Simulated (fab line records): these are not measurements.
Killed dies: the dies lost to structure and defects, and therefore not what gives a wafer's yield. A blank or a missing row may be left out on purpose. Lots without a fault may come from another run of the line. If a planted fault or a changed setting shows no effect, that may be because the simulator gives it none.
A lot that was struck, set against a sound lot ; flow nand harc ; 40 out of 1302 route steps
Sound: wafers L476.1, L476.4, L476.5. Wafers struck: L489.1, L489.5, L489.6. The cause comes at the end.
At each step with rows: each side's tool, then ch and its chambers, then its first start. Under that, the readings that differ: sound wafers ; struck wafers ; difference of the means ; sigmas: that difference in standard deviations of wafers without a fault.
alike: words and numbers the same on both sides, and readings whose means are apart by under 2 such deviations; not compared: readings that were withheld, readings missing a value for some wafer, numbers with overlapping values and no deviation given by the record, and bounds like >300 which may hide the same value.
Wherever a step has rows on one side only, a row that says differs or no value, or a row with sigmas, the two part there. Numbers that don't overlap but have no deviation are shown without sigmas and don't part them. A reading that every wafer of one side lacks parts them only if that side has two wafers or more.

NHARC_A_M0_OVL_MEAS_10: pitch 160 nm.
  struck on overlay-02, day 28 07:01; sound on overlay-02, day 22 15:52
  alike: overlay x nm, overlay y nm
NHARC_A_M0_INSPECT_11:
  struck on defect inspect-01, day 28 07:02; sound on defect inspect-01, day 22 15:53
  alike: raw defect count
NHARC_A_M0_DESCUM_14: chemistry O2, time 3 s.
  sound on rie diel-08 ch 0,2, day 22 15:57; struck on rie diel-08 ch 1,2,3, day 28 07:07
  alike: drypump motor current A, oes product au, rf vpp V, showerhead plenum p Torr, throttle valve pct
  not compared: rf hours counter h
then, 2 steps without rows for these wafers: NHARC_A_M0_ETCH_34 (etches the open film in N2/H2, target depth 40 nm, overetch 12 nm, time 43.94 s); NHARC_A_M0_ETCH_15 (etches the open film in C4F8/Ar, target depth 150 nm, overetch 15 nm, time 82.5 s).
NHARC_A_M0_CD_MEAS_16:
  struck on cd sem-01, day 28 07:24; sound on cd sem-01, day 22 16:15
  alike: cd nm
then, 5 steps without rows for these wafers: NHARC_A_M0_STRIP_18 (strips in N2/H2); NHARC_A_M0_STRIP_19 (strips in post etch residue remover, time 600 s); NHARC_A_M0_DEGAS_28 (time 60 s); NHARC_A_M0_PRE_CLEAN_29 (time 30 s); NHARC_A_M0_PVD_20 (deposits TaN, target thk 5 nm, time 8.06 s).
NHARC_A_M0_PVD_21: deposits Cu, target thk 30 nm, time 20.49 s.
  sound on pvd sputter-01; struck on pvd sputter-01
  alike: cathode dc power W, throttle valve pct
NHARC_A_M0_ECD_22: material Cu, target thk 400 nm.
  sound on ecd cu-01 ch 0,1, day 22 17:17; struck on ecd cu-01 ch 0,1, day 28 08:24
then, 2 steps without rows for these wafers: NHARC_A_M0_ANNEAL_30 (time 90 s); NHARC_A_M0_CMP_23 (polishes, t overpolish 20 s, target thk 113.75 nm).
NHARC_A_M0_THK_MEAS_24: measures by xrf.
  struck on film metro-01, day 28 09:28; sound on film metro-01, day 22 18:17
  alike: thk nm
then, 13 steps without rows for these wafers: NHARC_A_M0_SRD_25; NHARC_A_M0_PRE_CLEAN_31 (time 12 s); NHARC_A_M0_DEP_32 (deposits SiCN, target thk 30 nm); NHARC_A_M1_DEP_00 (deposits SiOC, target thk 182.5 nm); NHARC_A_M1_DEHYDRATE_01 (time 120 s); NHARC_A_M1_HMDS_02 (time 30 s); NHARC_A_M1_COAT_34 (time 65 s); NHARC_A_M1_COAT_03 (resist thk 90 nm); NHARC_A_M1_SOFTBAKE_04 (time 55 s); NHARC_A_M1_EBR_05; NHARC_A_M1_EXPOSE_06 (exposes mask A M1, target cd 120 nm); NHARC_A_M1_PEB_07 (peb time 65 s); NHARC_A_M1_DEVELOP_08 (develop time 35 s).
NHARC_A_M1_CD_MEAS_09: target cd 120 nm.
  sound on cd sem-01 ch 0, day 22 19:50; struck on cd sem-01 ch 0, day 28 10:52
reading;sound;struck;difference;sigmas
cd nm (nm);120.6 120.7 120.5;119.0 119.7 118.8;-1.4;-3
NHARC_A_M1_OVL_MEAS_10: pitch 240 nm.
  struck on overlay-01, day 28 10:58; sound on overlay-01, day 22 19:56
  alike: overlay x nm, overlay y nm
then, 2 steps without rows for these wafers: NHARC_A_M1_DESCUM_14 (chemistry O2, time 3 s); NHARC_A_M1_ETCH_35 (etches the open film in N2/H2, target depth 40 nm, overetch 12 nm, time 43.94 s).
NHARC_A_M1_ETCH_15: etches the open film in C4F8/Ar, target depth 182.5 nm, time 91.2 s.
  sound: rie diel-10 ch 2,3; struck: rie diel-10 ch 1,2
  alike: oes product au, rf vpp V
  not compared: rf hours counter h
NHARC_A_M1_CD_MEAS_16:
  struck on cd sem-03, day 28 11:22; sound on cd sem-03, day 22 20:20
  alike: cd nm
then, 1 step without rows for these wafers: NHARC_A_M1_STRIP_18 (strips in N2/H2).
NHARC_A_M1_ETCH_28: etches the open film in CF4/N2, target depth 30 nm, time 72.99 s.
  sound: rie diel-09 ch 1,2; struck: rie diel-09 ch 0,2,3
  alike: drypump motor current A, oes product au, rf vpp V, showerhead plenum p Torr, throttle valve pct
  not compared: rf hours counter h
then, 1 step without rows for these wafers: NHARC_A_M1_STRIP_19 (strips in post etch residue remover, time 600 s).
NHARC_A_M1_DEGAS_29: time 60 s.
  struck on pvd sputter-03, day 28 12:06; sound on pvd sputter-03, day 22 21:03
  alike: heater power w
NHARC_END_WLT_00:
  struck on prober-01, day 29 23:17; sound on prober-01, day 24 05:26
reading;sound;struck;difference;sigmas
VT_DECK1_BOTTOM;0.871 0.879 0.880;0.906 0.901 0.906;+0.028;+4
VT_DECK1_BOTTOM_INNER;0.880 0.879 0.874;0.901 0.911 0.909;+0.029;+4
VT_DECK1_MEDIAN_NEAR_BOTTOM;0.879 0.885 0.884;0.903 0.904 0.905;+0.021;+4
VT_DECK1_MEDIAN_NEAR_BOTTOM_INNER;0.876 0.881 0.880;0.900 0.910 0.907;+0.027;+4
VT_DECK1_MIDDLE;0.883 0.895 0.891;0.913 0.911 0.907;+0.021;+3
VT_DECK1_MIDDLE_INNER;0.888 0.883 0.887;0.917 0.920 0.915;+0.031;+5
VT_DECK1_TOP;0.900 0.908 0.904;0.921 0.925 0.925;+0.020;+3
VT_DECK1_TOP_INNER;0.903 0.905 0.897;0.918 0.924 0.924;+0.020;+3
  alike: VT_DECK2_BOTTOM, VT_DECK2_BOTTOM_INNER, VT_DECK2_MEDIAN_NEAR_BOTTOM, VT_DECK2_MEDIAN_NEAR_BOTTOM_INNER, VT_DECK2_MIDDLE, VT_DECK2_MIDDLE_INNER, VT_DECK2_TOP, VT_DECK2_TOP_INNER

WHERE THEY PART
Earliest at NHARC_A_M1_CD_MEAS_09; latest, in this record, at NHARC_END_WLT_00.

WHY: what had been put in by the simulator
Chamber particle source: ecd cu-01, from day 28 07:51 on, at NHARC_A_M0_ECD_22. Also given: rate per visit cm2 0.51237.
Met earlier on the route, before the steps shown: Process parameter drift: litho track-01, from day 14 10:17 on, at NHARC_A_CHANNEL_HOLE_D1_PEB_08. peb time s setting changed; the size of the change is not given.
